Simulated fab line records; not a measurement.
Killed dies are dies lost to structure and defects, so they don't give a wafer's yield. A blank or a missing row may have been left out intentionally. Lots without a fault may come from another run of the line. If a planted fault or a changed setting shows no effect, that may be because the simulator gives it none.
fab line records    flow n5-finfet    part 2 of 2: steps 5 to 6 of 6
[record] lots = 24  wafers = 72  last-day = 17
route steps=1938 shown SD_EPI_N@275 SD_EPI_P@304 ILD0@338 SDB@359
lots that met no fault: from a run of the same line without faults
start-h: hours from the record's first day to the start of the lot's first wafer shown    wait-h: hours since the lot's step before    " repeats the value in the row above    L1.1+2: a single row standing in for several wafers    - either no value or no given start    * or withheld: withheld    < > ~ a bound
route shown NAME@n: NAME is a module with steps in the file, n the number in the route of the first one    usual: mean and standard deviation over wafers with no fault    same: alike in all rows    chamber/n: place in a boat    sites: per-site readings    _std_site: standard deviation of those values    _edge_site: outer sites' mean less inner sites'    radius-mm: how far each site lies from the wafer's centre    mask NAME#n: copy n    behind: the most recent tool/chamber to have shaped the wafer    hold: reason for holding the lot/hours on hold/outcome of the hold    device: which transistor (n, p or np) failed to switch    end of line: the same wafers' tests at the end of the route    a step given without rows: its recipe and nothing more    killed: dies lost to structure and defects at the first sort, not the wafer's yield    map: a wafer's dies, x killed, . not, _ none there
set.NAME: the setting the step ran with; set.NAME@STEP: the setting that earlier step ran with    model.NAME: the simulator's own value behind a step, which no gauge read
steps of the route over a sample of lots; a table a step, a row a wafer
services: from which hour (start-h, from the record's first day; less than 0 if before it) a tool's chamber was out of use, for how many hours, and why
[[steps]]
[step N5_SDB_DESCUM_16]
[recipe] chemistry = O2  time-s = 7.9  source-power-w = 50  bias-power-w = 20  pressure-mtorr = 20  rf-frequency-hz = 2.712e+07  temp-c = 40  resist = CAR-ArF  o2-flow-sccm = 225
[usual] drypump-motor-current-A = 5.8/0.51  oes-product-au = 0.78/0.065  rf-vpp-V = 243.8/1.2  showerhead-plenum-p-Torr = 2.13/0.051  throttle-valve-pct = 20.50/0.26
lot.wafer  tool         chamber  start-h  wait-h  drypump-motor-current-A  oes-product-au  rf-hours-counter-h  rf-vpp-V  showerhead-plenum-p-Torr  throttle-valve-pct
L074.3     rie-diel-05  1        65.77    0.0     6.2                      0.89            42                  244.7     2.14                      20.55
L074.5     "            2        "        "       4.9                      0.77            -                   244.8     2.19                      20.10
L074.6     "            3        "        "       5.4                      0.87            -                   244.7     2.24                      20.32
L075.3     rie-diel-02  3        69.23    0.0     5.9                      0.79            88                  243.9     2.12                      20.70
L075.4     "            1        "        "       6.3                      0.72            192                 242.1     2.06                      20.14
L075.6     "            0        "        "       6.5                      0.91            -                   245.1     2.21                      20.29
L076.3     rie-diel-05  0        86.38    0.0     5.5                      0.83            85                  244.2     2.12                      20.64
L076.4     "            1        "        "       6.2                      0.89            48                  245.0     2.13                      20.55
L076.6     "            0        "        "       5.5                      0.83            -                   242.9     2.12                      20.64
L077.2     rie-diel-02  0        90.59    0.1     6.5                      0.91            30                  246.0     2.21                      20.31
L077.5     "            1        "        "       6.3                      0.72            -                   243.1     2.06                      20.15
L077.6     "            2        "        "       5.1                      0.74            -                   244.0     2.10                      20.93
L078.1     rie-diel-02  2        96.83    0.4     5.1                      0.73            166                 243.5     2.10                      20.93
L078.3     "            0        "        "       6.6                      0.89            32                  246.4     2.21                      20.29
L078.6     "            1        "        "       6.2                      0.72            -                   242.2     2.06                      20.16
L079.1     rie-diel-02  1        100.02   0.0     6.3                      0.71            202                 242.8     2.06                      20.17
L079.3     "            2        "        "       5.1                      0.74            167                 242.9     2.10                      20.94
L079.5     "            1        "        "       6.3                      0.71            -                   242.9     2.06                      20.17
L080.1     rie-diel-05  2        102.60   0.0     4.9                      0.77            158                 245.3     2.18                      20.11
L080.2     "            1        "        "       6.2                      0.88            53                  243.8     2.13                      20.56
L080.4     "            3        "        "       5.4                      0.86            62                  245.5     2.24                      20.35
L081.2     rie-diel-02  3        111.24   0.1     5.9                      0.78            102                 242.9     2.11                      20.71
L081.5     "            2        "        "       5.1                      0.74            -                   244.1     2.10                      20.94
L081.6     "            1        "        "       6.3                      0.72            -                   242.2     2.06                      20.17
L082.1     rie-diel-05  0        114.75   0.0     5.5                      0.81            94                  243.6     2.12                      20.69
L082.2     "            2        "        "       4.9                      0.74            163                 244.6     2.18                      20.14
L082.3     "            1        "        "       6.2                      0.86            59                  243.7     2.13                      20.57
L083.3     rie-diel-05  1        119.52   0.0     6.3                      0.87            60                  243.0     2.13                      20.59
L083.4     "            2        "        "       4.9                      0.75            164                 244.6     2.18                      20.11
L083.5     "            2        "        "       4.9                      0.75            -                   245.3     2.18                      20.13
L084.3     rie-diel-05  3        128.34   0.0     5.5                      0.84            71                  244.6     2.24                      20.34
L084.4     "            1        "        "       6.2                      0.85            63                  242.6     2.13                      20.57
L084.6     "            1        "        "       6.2                      0.86            -                   243.1     2.13                      20.59
L085.2     rie-diel-02  1        140.60   0.0     6.3                      0.70            215                 242.1     2.06                      20.17
L085.4     "            2        "        "       5.1                      0.73            180                 243.4     2.10                      20.96
L085.5     "            0        "        "       6.5                      0.89            -                   244.7     2.20                      20.31
L086.2     rie-diel-06  3        141.45   0.0     5.7                      0.85            75                  244.6     2.13                      20.61
L086.3     "            1        "        "       5.7                      0.70            192                 244.1     2.18                      20.63
L086.5     "            3        "        "       5.7                      0.84            -                   241.2     2.13                      20.61
L087.3     rie-diel-02  3        146.91   0.3     5.9                      0.77            112                 244.0     2.11                      20.74
L087.4     "            2        "        "       5.1                      0.73            182                 242.4     2.10                      20.95
L087.5     "            0        "        "       6.5                      0.87            -                   245.1     2.20                      20.32
L088.1     rie-diel-06  2        154.43   0.5     5.5                      0.79            106                 241.9     2.10                      20.24
L088.3     "            3        "        "       5.7                      0.83            80                  243.5     2.13                      20.61
L088.5     "            1        "        "       5.7                      0.70            -                   243.7     2.17                      20.61
L089.1     rie-diel-05  1        154.77   0.7     6.2                      0.84            73                  244.0     2.13                      20.60
L089.5     "            2        "        "       4.9                      0.73            -                   244.7     2.17                      20.15
L089.6     "            1        "        "       6.2                      0.86            -                   241.9     2.13                      20.61
L090.2     rie-diel-06  2        166.71   0.7     5.5                      0.78            111                 244.0     2.09                      20.25
L090.5     "            2        "        "       5.5                      0.79            -                   242.5     2.09                      20.23
L090.6     "            3        "        "       5.7                      0.84            -                   244.4     2.12                      20.63
L091.1     rie-diel-06  0        172.32   0.7     6.4                      0.70            199                 242.4     2.08                      20.88
L091.2     "            2        "        "       5.5                      0.78            114                 242.1     2.09                      20.26
L091.6     "            2        "        "       5.5                      0.78            -                   243.0     2.09                      20.26
L092.1     rie-diel-06  1        179.73   0.2     5.7                      0.69            204                 245.1     2.17                      20.61
L092.3     "            3        "        "       5.7                      0.83            91                  244.4     2.12                      20.62
L092.4     "            2        "        "       5.5                      0.77            116                 243.0     2.09                      20.24
L093.2     rie-diel-05  0        183.77   0.1     5.5                      0.77            121                 243.0     2.11                      20.70
L093.4     "            2        "        "       4.9                      0.73            187                 244.3     2.17                      20.16
L093.5     "            0        "        "       5.5                      0.78            -                   243.4     2.11                      20.74
L094.1     rie-diel-05  0        188.04   0.0     5.5                      0.78            123                 243.1     2.11                      20.71
L094.2     "            2        "        "       4.9                      0.73            188                 244.8     2.17                      20.16
L094.3     "            3        "        "       5.5                      0.81            95                  243.4     2.23                      20.39
L095.2     rie-diel-06  2        191.95   0.2     5.5                      0.77            121                 243.2     2.09                      20.26
L095.3     "            1        "        "       5.7                      0.69            208                 245.2     2.17                      20.63
L095.5     "            2        "        "       5.5                      0.77            -                   241.8     2.09                      20.26
L096.2     rie-diel-02  0        200.70   0.2     6.5                      0.86            62                  245.0     2.20                      20.36
L096.4     "            3        "        "       5.9                      0.75            127                 243.3     2.10                      20.76
L096.5     "            3        "        "       5.9                      0.75            -                   242.3     2.10                      20.75
L097.1     rie-diel-02  3        202.75   0.0     5.9                      0.75            128                 244.5     2.10                      20.76
L097.3     "            0        "        "       6.6                      0.86            62                  245.5     2.20                      20.35
L097.5     "            2        "        "       5.1                      0.71            -                   240.6     2.09                      20.98
[step N5_SDB_ETCH_17]
[recipe] chemistry = CF4  target = SiARC  target-depth-a = 234  mask-material = CAR-ArF  time-s = 39  ion-energy-ev = 80  pressure-mtorr = 40  source-w = 545  bias-w = 36  Ar_flow_sccm = 100  cf4-flow-sccm = 100  ends = cleared
[usual] cf4-flow-sccm = 99.98/0.3  drypump-motor-current-A = 5.8/0.51  etch-rf-on-time-s = 38.7/0.71  oes-product-au = 0.67/0.055  rf-vpp-V = 184.6/0.96  showerhead-plenum-p-Torr = 2.18/0.044  throttle-valve-pct = 15.65/0.22
lot.wafer  tool         chamber  start-h  wait-h  cf4-flow-sccm  drypump-motor-current-A  etch-rf-on-time-s  oes-product-au  rf-hours-counter-h  rf-vpp-V  showerhead-plenum-p-Torr  throttle-valve-pct
L074.3     rie-diel-05  1        65.81    0.0     100.26         6.2                      38.8               0.76            42                  183.2     2.18                      15.59
L074.5     "            2        "        "       99.64          4.9                      39.6               0.65            -                   184.8     2.22                      15.33
L074.6     "            3        "        "       100.16         5.4                      38.5               0.75            -                   186.2     2.26                      15.28
L075.3     rie-diel-02  3        69.27    0.0     99.76          5.9                      38.9               0.68            88                  184.0     2.16                      15.85
L075.4     "            1        "        "       99.68          6.2                      39.4               0.62            192                 183.1     2.12                      15.43
L075.6     "            0        "        "       99.76          6.5                      38.4               0.79            -                   186.4     2.26                      15.49
L076.3     rie-diel-05  0        86.41    0.0     100.52         5.5                      36.7               0.71            85                  184.3     2.17                      15.79
L076.4     "            1        "        "       100.15         6.2                      37.8               0.76            48                  186.0     2.18                      15.61
L076.6     "            0        "        "       100.31         5.5                      36.8               0.71            -                   184.6     2.17                      15.78
L077.2     rie-diel-02  0        90.62    0.0     100.15         6.6                      38.4               0.77            30                  186.8     2.26                      15.51
L077.5     "            1        "        "       100.26         6.2                      39.6               0.61            -                   184.7     2.12                      15.43
L077.6     "            2        "        "       99.99          5.1                      39.6               0.63            -                   183.4     2.15                      16.02
L078.1     rie-diel-02  2        96.86    0.0     99.95          5.1                      40.2               0.62            166                 184.8     2.15                      16.02
L078.3     "            0        "        "       100.02         6.4                      38.8               0.77            32                  185.6     2.26                      15.49
L078.6     "            1        "        "       99.82          6.3                      39.9               0.60            -                   183.8     2.12                      15.43
L079.1     rie-diel-02  1        100.05   0.0     100.29         6.3                      39.7               0.61            202                 183.2     2.12                      15.43
L079.3     "            2        "        "       99.96          5.1                      39.4               0.63            167                 183.8     2.15                      16.03
L079.5     "            1        "        "       100.08         6.3                      39.2               0.62            -                   183.7     2.12                      15.45
L080.1     rie-diel-05  2        102.64   0.0     99.76          4.9                      39.1               0.65            158                 184.4     2.22                      15.36
L080.2     "            1        "        "       100.03         6.2                      38.2               0.75            53                  183.5     2.18                      15.61
L080.4     "            3        "        "       99.63          5.5                      38.5               0.73            62                  186.2     2.25                      15.33
L081.2     rie-diel-02  3        111.27   0.0     99.99          5.9                      38.4               0.67            102                 184.2     2.16                      15.86
L081.5     "            2        "        "       100.01         5.1                      39.3               0.63            -                   183.0     2.15                      16.05
L081.6     "            1        "        "       100.38         6.3                      39.3               0.61            -                   184.6     2.12                      15.46
L082.1     rie-diel-05  0        114.78   0.0     100.14         5.5                      38.1               0.69            94                  184.3     2.16                      15.81
L082.2     "            2        "        "       100.09         4.9                      39.7               0.64            163                 184.8     2.22                      15.35
L082.3     "            1        "        "       100.07         6.2                      38.6               0.73            59                  183.8     2.18                      15.62
L083.3     rie-diel-05  1        119.55   0.0     100.21         6.2                      38.5               0.74            60                  184.4     2.18                      15.62
L083.4     "            2        "        "       100.04         4.9                      38.9               0.65            164                 185.4     2.22                      15.36
L083.5     "            2        "        "       99.65          4.9                      38.9               0.64            -                   184.3     2.22                      15.37
L084.3     rie-diel-05  3        128.37   0.0     99.82          5.5                      39.0               0.72            71                  186.0     2.25                      15.35
L084.4     "            1        "        "       100.22         6.2                      38.9               0.73            63                  184.6     2.18                      15.64
L084.6     "            1        "        "       100.18         6.2                      38.7               0.74            -                   184.6     2.18                      15.64
L085.2     rie-diel-02  1        140.63   0.0     100.22         6.2                      38.9               0.61            215                 183.1     2.12                      15.47
L085.4     "            2        "        "       100.56         5.1                      39.6               0.62            180                 183.2     2.14                      16.05
L085.5     "            0        "        "       99.98          6.6                      38.2               0.75            -                   185.7     2.25                      15.54
L086.2     rie-diel-06  3        141.48   0.0     100.01         5.7                      38.4               0.71            75                  184.5     2.17                      15.65
L086.3     "            1        "        "       99.69          5.7                      38.0               0.62            192                 183.0     2.21                      15.75
L086.5     "            3        "        "       99.95          5.7                      38.4               0.72            -                   183.2     2.17                      15.67
L087.3     rie-diel-02  3        146.95   0.0     99.76          5.9                      38.3               0.66            112                 183.9     2.15                      15.88
L087.4     "            2        "        "       99.70          5.1                      39.8               0.62            182                 182.7     2.14                      16.05
L087.5     "            0        "        "       99.55          6.5                      38.2               0.75            -                   186.2     2.25                      15.54
L088.1     rie-diel-06  2        154.46   0.0     100.18         5.5                      38.8               0.68            106                 185.1     2.16                      15.51
L088.3     "            3        "        "       99.85          5.7                      38.4               0.72            80                  184.6     2.17                      15.67
L088.5     "            1        "        "       99.88          5.7                      37.9               0.61            -                   186.0     2.21                      15.76
L089.1     rie-diel-05  1        154.80   0.0     100.26         6.2                      38.5               0.73            73                  184.0     2.17                      15.67
L089.5     "            2        "        "       99.58          4.9                      39.6               0.63            -                   185.9     2.21                      15.40
L089.6     "            1        "        "       99.43          6.2                      38.6               0.73            -                   184.4     2.17                      15.65
L090.2     rie-diel-06  2        166.75   0.0     100.28         5.5                      39.6               0.66            111                 184.4     2.16                      15.52
L090.5     "            2        "        "       99.75          5.5                      39.6               0.66            -                   185.6     2.16                      15.52
L090.6     "            3        "        "       100.46         5.7                      38.9               0.71            -                   184.5     2.17                      15.69
L091.1     rie-diel-06  0        172.36   0.0     99.90          6.4                      39.0               0.61            199                 183.8     2.13                      15.94
L091.2     "            2        "        "       99.85          5.5                      39.0               0.67            114                 183.9     2.16                      15.53
L091.6     "            2        "        "       100.08         5.5                      39.1               0.66            -                   184.3     2.16                      15.54
L092.1     rie-diel-06  1        179.76   0.0     100.23         5.7                      38.2               0.60            204                 184.9     2.21                      15.76
L092.3     "            3        "        "       100.15         5.7                      38.3               0.71            91                  185.8     2.17                      15.71
L092.4     "            2        "        "       99.49          5.5                      39.1               0.66            116                 184.4     2.16                      15.54
L093.2     rie-diel-05  0        183.81   0.0     100.00         5.5                      37.6               0.67            121                 184.4     2.16                      15.90
L093.4     "            2        "        "       100.47         4.9                      39.4               0.62            187                 184.6     2.21                      15.41
L093.5     "            0        "        "       99.93          5.5                      37.4               0.67            -                   182.8     2.16                      15.86
L094.1     rie-diel-05  0        188.08   0.0     99.78          5.5                      37.6               0.67            123                 185.1     2.15                      15.86
L094.2     "            2        "        "       99.77          4.9                      39.9               0.62            188                 184.7     2.21                      15.42
L094.3     "            3        "        "       99.92          5.4                      39.1               0.69            95                  185.0     2.24                      15.39
L095.2     rie-diel-06  2        191.98   0.0     100.81         5.5                      39.5               0.66            121                 183.6     2.15                      15.56
L095.3     "            1        "        "       99.75          5.7                      38.3               0.60            208                 186.5     2.21                      15.79
L095.5     "            2        "        "       100.46         5.5                      39.9               0.65            -                   186.3     2.15                      15.55
L096.2     rie-diel-02  0        200.74   0.0     100.03         6.5                      38.0               0.73            62                  184.9     2.25                      15.56
L096.4     "            3        "        "       100.12         5.8                      38.4               0.65            127                 183.6     2.15                      15.93
L096.5     "            3        "        "       99.97          5.8                      37.9               0.66            -                   184.2     2.15                      15.93
L097.1     rie-diel-02  3        202.79   0.0     99.99          5.9                      38.3               0.66            128                 184.8     2.15                      15.90
L097.3     "            0        "        "       99.58          6.5                      38.1               0.73            62                  185.4     2.25                      15.55
L097.5     "            2        "        "       100.58         5.1                      39.8               0.61            -                   183.0     2.14                      16.07
[[services]]
tool         chamber  start-h  hours  kind
cmp-02       -        28.14    0.3    repair
cmp-04       -        29.94    6.9    pm
cmp-04       -        37.19    0.6    repair
rie-diel-02  -        41.23    0.6    repair
cmp-01       -        42.02    0.6    repair
cmp-02       -        60.58    4.0    pm
cmp-02       -        64.58    -      consumable-replace:conditioner
cmp-02       -        64.58    -      consumable-replace:pad
rie-diel-02  0        64.99    3.1    repair
cmp-02       -        79.23    1.9    repair
cmp-04       -        82.95    6.9    pm
rie-diel-06  3        91.74    2.4    repair
cmp-04       -        93.07    14.5   repair
cmp-02       -        95.88    5.4    pm
cmp-04       -        107.92   2.0    repair
cmp-01       -        121.33   4.0    pm
cmp-02       -        148.75   66.2   repair
rie-diel-02  -        156.72   16.8   repair
rie-diel-06  1        161.09   4.9    repair
rie-diel-05  2        164.28   5.6    repair
cmp-01       -        182.65   5.5    pm
cmp-04       -        192.23   4.0    pm
cmp-04       -        196.23   -      consumable-replace:conditioner
cmp-04       -        196.23   -      consumable-replace:pad
